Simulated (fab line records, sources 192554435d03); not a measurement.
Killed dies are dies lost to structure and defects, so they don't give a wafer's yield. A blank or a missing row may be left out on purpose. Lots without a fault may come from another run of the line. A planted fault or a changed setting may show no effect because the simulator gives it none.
Split-lot experiment | flow n5_finfet | 7 lots, 21 wafers read, on a route of 1938 steps

THE SPLIT
At N5_SD_ACTIVATION_LSA_01 (time 0.0008 s), the setting temp_c was moved away from the recipe's 1080 C on 6 of the 21 wafers read, by -2.6% to +3.1%. The other wafers ran this setting at the recipe's value.

The file shows no step between the split and the reading.

THE READING
RS_SD_N, in ohm/sq, at N5_SD_ACTIVATION_RS_MEAS_03 (measures by four-point-probe). Fault-free wafers of this fab line usually give 21.86 ohm/sq, standard deviation 0.25 ohm/sq.

wafer  | tool, chamber at the split | temp_c as run, C | against the recipe | RS_SD_N, ohm/sq | against lot-mates on the recipe
L075.2 | laser_anneal-01, 0         | 1052             | -2.6%              | 25.04           | +3.15
L075.3 | laser_anneal-01, 0         | 1080             | recipe             | 21.89           | -
L075.5 | laser_anneal-01, 0         | 1052             | -2.6%              | 24.79           | +2.90
L084.3 | laser_anneal-01, 0         | 1080             | recipe             | 21.78           | -
L084.5 | laser_anneal-01, 0         | 1114             | +3.1%              | 18.41           | -3.48
L084.6 | laser_anneal-01, 0         | 1080             | recipe             | 22.00           | -
L085.1 | laser_anneal-02, 0         | 1098             | +1.7%              | 20.10           | -2.00
L085.4 | laser_anneal-02, 0         | 1080             | recipe             | 22.10           | -
L085.6 | laser_anneal-02, 0         | 1098             | +1.7%              | 20.07           | -2.03
L090.3 | laser_anneal-01, 0         | 1080             | recipe             | 21.74           | -
L090.4 | laser_anneal-01, 0         | 1080             | recipe             | 21.98           | -
L090.5 | laser_anneal-01, 0         | 1080             | recipe             | 21.52           | -
L092.1 | laser_anneal-01, 0         | 1080             | recipe             | 21.70           | -
L092.3 | laser_anneal-01, 0         | 1080             | recipe             | 21.86           | -
L092.4 | laser_anneal-01, 0         | 1080             | recipe             | 21.85           | -
L093.3 | laser_anneal-02, 0         | 1080             | recipe             | 21.79           | -
L093.4 | laser_anneal-02, 0         | 1080             | recipe             | 21.79           | -
L093.5 | laser_anneal-02, 0         | 1080             | recipe             | 21.75           | -
L096.2 | laser_anneal-01, 0         | 1080             | recipe             | 21.86           | -
L096.3 | laser_anneal-01, 0         | 1104             | +2.2%              | 19.50           | -2.37
L096.5 | laser_anneal-01, 0         | 1080             | recipe             | 21.88           | -

THE FIT
A straight line over all 21 wafers: RS_SD_N changes by -1.12 ohm/sq for each +1% of temp_c; r = -1.00; the points scatter about the line by 0.14 ohm/sq.
The same after taking each lot's own level away (the mean of its wafers on the recipe; 21 wafers): -1.14 ohm/sq for each +1%; r = -1.00; scatter 0.12 ohm/sq.
On that fit, the largest move of temp_c shifts the reading by 3.6 ohm/sq.
The lots' own levels span 21.747 to 22.100 ohm/sq, that is 1.4 times the standard deviation above.
So the lot-to-lot level changes the slope little: the two slopes agree.
Check: with one of the wafers moved furthest among these (+3.1%) left out of the fit, the line predicts -3.64 ohm/sq for it against its lot-mates. It came out at -3.48 ohm/sq against them.
Tool readings at the split's step, against how far the setting was moved: wafer_temp_C_max r = +1.00.

OTHER SPLITS ON THESE WAFERS
These wafers also went through other splits before the reading. Each is held against what the fit with the lots' levels taken away leaves over:
other split on the same wafers | wafers away from the commonest value | r with RS_SD_N (lot level and that fit taken away)
N5_SD_EPI_P_COAT_34 spin_rpm   | 5                                    | +0.05
N5_SD_EPI_P_EPI_21 time_s      | 2                                    | -0.34

THE WHOLE CHAIN: every reading that the file lists as answering this split, in the file's order
step                        | what it does                 | reading          | change (the file's fit)              | r (the file's)
N5_SD_ACTIVATION_LSA_01     | time 0.0008 s                | wafer_temp_C_max | withheld for each +1% of the setting | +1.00
N5_SD_ACTIVATION_RS_MEAS_03 | measures by four-point-probe | RS_SD_N          | -1.13 for each +1% of the setting    | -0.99

THE FILE'S OWN FIT
RS_SD_N changes by -1.13 ohm/sq for each +1% of temp_c, r = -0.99.
